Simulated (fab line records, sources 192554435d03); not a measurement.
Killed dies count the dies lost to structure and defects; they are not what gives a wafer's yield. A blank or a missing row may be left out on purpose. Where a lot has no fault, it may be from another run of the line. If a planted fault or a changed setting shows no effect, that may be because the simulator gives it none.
Split-lot experiment / flow n5Finfet / 21 wafers read across 7 lots, on a route 1938 steps long

ABOUT THE SPLIT
At N5_BEOL_M8_ETCH_65 (etches SiARC in CF4, target depth 15.6 nm, time 26 s), the setting sourceW was moved away from the recipe's 545 W on 8 of the 21 wafers read, by -17.9% to +10.1%. All remaining wafers had this setting at the recipe value.

The reading comes from the split's own step.

THE READING
rfVppV, in V, at N5_BEOL_M8_ETCH_65 (etches SiARC in CF4, target depth 15.6 nm, time 26 s). A value of 184.1 V with a standard deviation of 1.1 V is what fault-free wafers of this fab line usually give.

wafer=L079.3; tool, chamber at the split=rieDiel-03, 1; sourceW as run, W=545; against the recipe=recipe; rfVppV, V=184.3; against lot-mates on the recipe=-
wafer=L079.4; tool, chamber at the split=rieDiel-03, 0; sourceW as run, W=545; against the recipe=recipe; rfVppV, V=184.5; against lot-mates on the recipe=-
wafer=L079.6; tool, chamber at the split=rieDiel-03, 2; sourceW as run, W=545; against the recipe=recipe; rfVppV, V=185.3; against lot-mates on the recipe=-
wafer=L078.1; tool, chamber at the split=rieDiel-01, 0; sourceW as run, W=545; against the recipe=recipe; rfVppV, V=182.1; against lot-mates on the recipe=-
wafer=L078.3; tool, chamber at the split=rieDiel-01, 2; sourceW as run, W=545; against the recipe=recipe; rfVppV, V=182.9; against lot-mates on the recipe=-
wafer=L078.5; tool, chamber at the split=rieDiel-01, 0; sourceW as run, W=470; against the recipe=-13.8%; rfVppV, V=193.9; against lot-mates on the recipe=+11.4
wafer=L081.3; tool, chamber at the split=rieDiel-03, 1; sourceW as run, W=545; against the recipe=recipe; rfVppV, V=186.2; against lot-mates on the recipe=-
wafer=L081.4; tool, chamber at the split=rieDiel-03, 0; sourceW as run, W=545; against the recipe=recipe; rfVppV, V=184.7; against lot-mates on the recipe=-
wafer=L081.6; tool, chamber at the split=rieDiel-03, 1; sourceW as run, W=545; against the recipe=recipe; rfVppV, V=183.3; against lot-mates on the recipe=-
wafer=L085.1; tool, chamber at the split=rieDiel-01, 2; sourceW as run, W=473.5; against the recipe=-13.1%; rfVppV, V=193.5; against lot-mates on the recipe=+10.4
wafer=L085.2; tool, chamber at the split=rieDiel-01, 1; sourceW as run, W=473.5; against the recipe=-13.1%; rfVppV, V=191.2; against lot-mates on the recipe=+8.1
wafer=L085.3; tool, chamber at the split=rieDiel-01, 0; sourceW as run, W=545; against the recipe=recipe; rfVppV, V=183.1; against lot-mates on the recipe=-
wafer=L089.1; tool, chamber at the split=rieDiel-01, 1; sourceW as run, W=545; against the recipe=recipe; rfVppV, V=184.5; against lot-mates on the recipe=-
wafer=L089.3; tool, chamber at the split=rieDiel-01, 2; sourceW as run, W=599.8; against the recipe=+10.1%; rfVppV, V=176.7; against lot-mates on the recipe=-7.8
wafer=L089.4; tool, chamber at the split=rieDiel-01, 0; sourceW as run, W=599.8; against the recipe=+10.1%; rfVppV, V=177.5; against lot-mates on the recipe=-7.0
wafer=L092.2; tool, chamber at the split=rieDiel-03, 3; sourceW as run, W=545; against the recipe=recipe; rfVppV, V=183.4; against lot-mates on the recipe=-
wafer=L092.3; tool, chamber at the split=rieDiel-03, 2; sourceW as run, W=493.4; against the recipe=-9.5%; rfVppV, V=190.8; against lot-mates on the recipe=+7.1
wafer=L092.5; tool, chamber at the split=rieDiel-03, 1; sourceW as run, W=545; against the recipe=recipe; rfVppV, V=184.0; against lot-mates on the recipe=-
wafer=L093.1; tool, chamber at the split=rieDiel-03, 3; sourceW as run, W=545; against the recipe=recipe; rfVppV, V=182.7; against lot-mates on the recipe=-
wafer=L093.4; tool, chamber at the split=rieDiel-03, 1; sourceW as run, W=447.2; against the recipe=-17.9%; rfVppV, V=196.6; against lot-mates on the recipe=+13.9
wafer=L093.6; tool, chamber at the split=rieDiel-03, 3; sourceW as run, W=447.2; against the recipe=-17.9%; rfVppV, V=195.1; against lot-mates on the recipe=+12.4

FIT RESULTS
A straight line over all 21 wafers: rfVppV changes by -0.673 V for each +1% of sourceW; r = -0.98; the points scatter about the line by 1 V.
The same after taking each lot's own level away (the mean of its wafers on the recipe; 21 wafers): -0.74 V for each +1%; r = -0.99; scatter 0.77 V.
According to that fit, moving sourceW by its largest amount changes the reading by 13 V.
The lots' own levels span 182.50 to 184.73 V, that is 2.0 times the standard deviation above.
The two slopes are in agreement: the lot-to-lot level therefore moves the slope only a little.
Check: +13.1 V against its lot-mates is what the line predicts for one of the wafers moved furthest among these (-17.9%) when that wafer is left out of the fit. Against them it came out at +13.9 V.
Tool readings at the split's step, against how far the setting was moved: etchRfOnTimeS r = -0.96; rfVppV r = -0.98.

OTHER SPLITS APPLIED TO THESE WAFERS
Other splits were also applied to these wafers ahead of the reading. Each is held against what the fit with the lots' levels taken away leaves over:
other split on the same wafers=N5_BEOL_M5_ETCH_68 biasW; wafers away from the commonest value=9; r with rfVppV (lot level and that fit taken away)=+0.19
other split on the same wafers=N5_BEOL_M5_ETCH_41 sourceW; wafers away from the commonest value=7; r with rfVppV (lot level and that fit taken away)=-0.04
other split on the same wafers=N5_BEOL_M7_PECVD_70 tempC; wafers away from the commonest value=6; r with rfVppV (lot level and that fit taken away)=+0.21
other split on the same wafers=N5_BEOL_M7_TRENCH_ETCH_37 sourceW; wafers away from the commonest value=12; r with rfVppV (lot level and that fit taken away)=+0.00

THE WHOLE CHAIN: every reading that the file lists as answering this split, in the file's order
step=N5_BEOL_M8_ETCH_65; what it does=etches SiARC in CF4, target depth 15.6 nm, time 26 s; reading=etchRfOnTimeS; change (the file's fit)=withheld for each +1% of the setting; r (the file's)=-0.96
step=N5_BEOL_M8_ETCH_65; what it does=etches SiARC in CF4, target depth 15.6 nm, time 26 s; reading=rfVppV; change (the file's fit)=-0.751 V for each +1% of the setting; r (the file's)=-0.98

THE FILE'S OWN FIT
rfVppV changes by -0.751 V for each +1% of sourceW, r = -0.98.
